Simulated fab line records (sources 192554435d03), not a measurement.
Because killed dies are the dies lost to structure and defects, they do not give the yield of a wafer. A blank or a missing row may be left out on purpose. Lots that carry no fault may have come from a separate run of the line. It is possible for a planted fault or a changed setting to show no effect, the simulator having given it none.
Which tool was responsible? -- flow n5-finfet -- 22 lots, 66 wafers sampled, at 3 steps of a route of 1938

WHAT EACH GAUGE READ, for each wafer
N5_BEOL_M8_CD_MEAS_35 targets a cd of 40 nm.
lot,measured,on,cd-nm (nm)
L074,day 9 07:34,cd-sem-03,41.4 40.3 40.9
L076,day 9 07:58,cd-sem-01,41.4 40.2 40.8
L075,day 9 15:46,cd-sem-01,40.2 40.1 39.7
L078,day 9 16:35,cd-sem-01,40.2 40.2 39.7
L077,day 9 17:17,cd-sem-03,40.7 40.1 41.5
L079,day 10 07:05,cd-sem-02,39.3 40.5 40.5
L080,day 10 21:37,cd-sem-03,40.0 39.3 39.6
L081,day 11 05:46,cd-sem-02,39.9 38.9 40.0
L082,day 11 06:14,cd-sem-01,40.7 40.1 40.3
L083,day 11 17:44,cd-sem-01,39.4 40.1 39.6
L084,day 12 01:15,cd-sem-02,40.1 40.7 40.9
L085,day 12 10:43,cd-sem-02,39.3 39.2 40.1
L086,day 12 11:55,cd-sem-03,40.0 39.4 40.6
L087,day 12 17:51,cd-sem-02,40.1 39.8 39.5
L088,day 12 21:03,cd-sem-01,39.6 41.2 40.4
L089,day 13 04:18,cd-sem-03,40.5 39.3 41.0
L091,day 13 18:18,cd-sem-01,40.3 40.0 40.1
L092,day 13 21:32,cd-sem-03,40.4 40.5 40.0
L096,day 14 19:47,cd-sem-02,40.5 39.6 40.7
L095,day 14 22:17,cd-sem-01,40.1 39.6 40.0
L094,day 14 23:44,cd-sem-03,39.5 39.9 40.7
L097,day 15 21:31,cd-sem-03,40.5 39.9 40.3

N5_BEOL_M9_CD_MEAS_11 targets a cd of 64.1 nm.
lot,measured,on,cd-nm (nm)
L074,day 9 11:31,cd-sem-01,64.4 64.5 63.8
L076,day 9 14:06,cd-sem-03,63.8 63.5 63.6
L075,day 9 20:08,cd-sem-03,63.9 64.3 63.6
L078,day 9 23:00,cd-sem-01,64.1 64.3 63.6
L077,day 9 23:13,cd-sem-02,64.6 64.0 64.3
L079,day 10 13:47,cd-sem-01,64.7 64.1 63.6
L080,day 11 02:39,cd-sem-03,64.5 63.6 64.1
L081,day 11 12:11,cd-sem-01,64.4 64.2 63.4
L082,day 11 12:22,cd-sem-02,64.0 63.9 63.7
L083,day 12 06:14,cd-sem-01,64.4 63.7 63.4
L084,day 12 06:55,cd-sem-03,64.9 64.5 64.0
L085,day 12 16:04,cd-sem-02,64.9 63.5 64.5
L086,day 12 17:47,cd-sem-03,64.1 64.6 64.5
L087,day 13 01:07,cd-sem-02,64.4 64.1 64.4
L088,day 13 03:10,cd-sem-01,64.5 64.0 64.1
L089,day 13 07:58,cd-sem-02,63.8 63.9 63.8
L091,day 14 02:11,cd-sem-03,63.5 63.7 63.5
L092,day 14 05:21,cd-sem-03,64.5 64.4 65.0
L096,day 15 00:44,cd-sem-03,63.7 64.6 63.7
L095,day 15 05:20,cd-sem-02,64.0 64.0 64.1
L094,day 15 05:25,cd-sem-03,64.1 65.2 64.2
L097,day 16 03:30,cd-sem-02,63.7 64.1 63.7

WHAT TOOL EACH LOT RAN ON (gives the tool, then ch and the chambers of the sampled wafers, and finally the start)
lot,N5_BEOL_M8_TRENCH_ETCH_37
L074,"rie-diel-06 ch 1,3, day 9 07:34 or earlier"
L076,"rie-diel-06 ch 0,1, day 9 07:58 or earlier"
L075,"rie-diel-01 ch 1,2,3, day 9 15:46 or earlier"
L078,"rie-diel-03 ch 1,3, day 9 16:35 or earlier"
L077,"rie-diel-06 ch 0,2,3, day 9 17:17 or earlier"
L079,"rie-diel-03 ch 0,1,3, day 10 07:05 or earlier"
L080,"rie-diel-03 ch 0,1,3, day 10 21:37 or earlier"
L081,"rie-diel-03 ch 0,2, day 11 05:46 or earlier"
L082,"rie-diel-03 ch 0,2,3, day 11 06:14 or earlier"
L083,"rie-diel-03 ch 0,1,2, day 11 17:44 or earlier"
L084,"rie-diel-06 ch 0,1,2, day 12 01:15 or earlier"
L085,"rie-diel-06 ch 0,3, day 12 10:43 or earlier"
L086,"rie-diel-06 ch 0,1,2, day 12 11:55 or earlier"
L087,"rie-diel-06 ch 0,1, day 12 17:51 or earlier"
L088,"rie-diel-03 ch 0,1,2, day 12 21:03 or earlier"
L089,"rie-diel-03 ch 1,2,3, day 13 04:18 or earlier"
L091,"rie-diel-06 ch 0,2,3, day 13 18:18 or earlier"
L092,"rie-diel-03 ch 0,3, day 13 21:32 or earlier"
L096,"rie-diel-06 ch 1,2,3, day 14 19:47 or earlier"
L095,"rie-diel-03 ch 0,1,3, day 14 22:17 or earlier"
L094,"rie-diel-03 ch 0,1,2, day 14 23:44 or earlier"
L097,"rie-diel-01 ch 0,2,3, day 15 21:31 or earlier"
- N5_BEOL_M8_TRENCH_ETCH_37: etches SiCOH lowk in C4F6/O2, target depth 93.478 nm, time 31.2 s.

AS READ BY THE TOOLS THEMSELVES (means over the sampled wafers that have a number; for cases with no such wafer, the mark the record gives instead)
N5_BEOL_M8_TRENCH_ETCH_37.
lot,tool,drypump-motor-current-A (A),oes-product-au (a.u.),rf-vpp-V (V),showerhead-plenum-p-Torr (Torr),throttle-valve-pct (%)
L074,rie-diel-06,5.8,0.80,658,2.89,21.11
L076,rie-diel-06,5.8,0.84,674,3.02,20.89
L075,rie-diel-01,5.7,0.75,658,2.83,20.95
L078,rie-diel-03,5.8,0.92,651,2.79,20.67
L077,rie-diel-06,5.5,0.84,669,2.90,21.03
L079,rie-diel-03,5.9,0.89,659,2.82,20.86
L080,rie-diel-03,5.9,0.88,658,2.82,20.86
L081,rie-diel-03,5.5,0.86,663,2.89,20.99
L082,rie-diel-03,5.7,0.87,660,2.85,20.82
L083,rie-diel-03,5.7,0.85,662,2.86,21.04
L084,rie-diel-06,5.6,0.85,672,2.97,20.93
L085,rie-diel-06,5.5,0.74,662,2.86,21.22
L086,rie-diel-06,5.6,0.84,672,2.97,20.92
L087,rie-diel-06,5.7,0.81,674,3.00,20.93
L088,rie-diel-03,5.7,0.84,662,2.86,21.05
L089,rie-diel-03,5.7,0.84,652,2.81,20.87
L091,rie-diel-06,5.5,0.78,667,2.89,21.10
L092,rie-diel-03,5.8,0.88,657,2.80,20.70
L096,rie-diel-06,5.8,0.80,663,2.90,21.02
L095,rie-diel-03,5.9,0.84,658,2.81,20.91
L094,rie-diel-03,5.7,0.81,662,2.85,21.08
L097,rie-diel-01,5.8,0.88,652,2.82,20.82

THE ANSWER, worked out from the rows above alone
Rule: the lots themselves supply what counts as usual. Put in order of their means at a reading, lots are off if they are a third of the lots or fewer, leave a main group of 4 or more, and stand apart from it by a gap of 3 or more times the standard deviation of the main group's means; of several such gaps the widest counts. A main group is skipped when, at the precision printed for the reading in the tables above, its means are all equal. Also off: a lot with no number at a reading for which 4 or more lots have one. Any other lot the step has rows for is counted as sound. First the gauges in route order, then the tools' own readings, where a lot's mean is used as printed above. The first step at which some lot is off is used, and at that step the reading that is off furthest; a lot without a number counts as furthest.
No lot is off on any of the readings shown, so nothing can be concluded from this.

WHAT THE SIMULATOR HAD INSERTED
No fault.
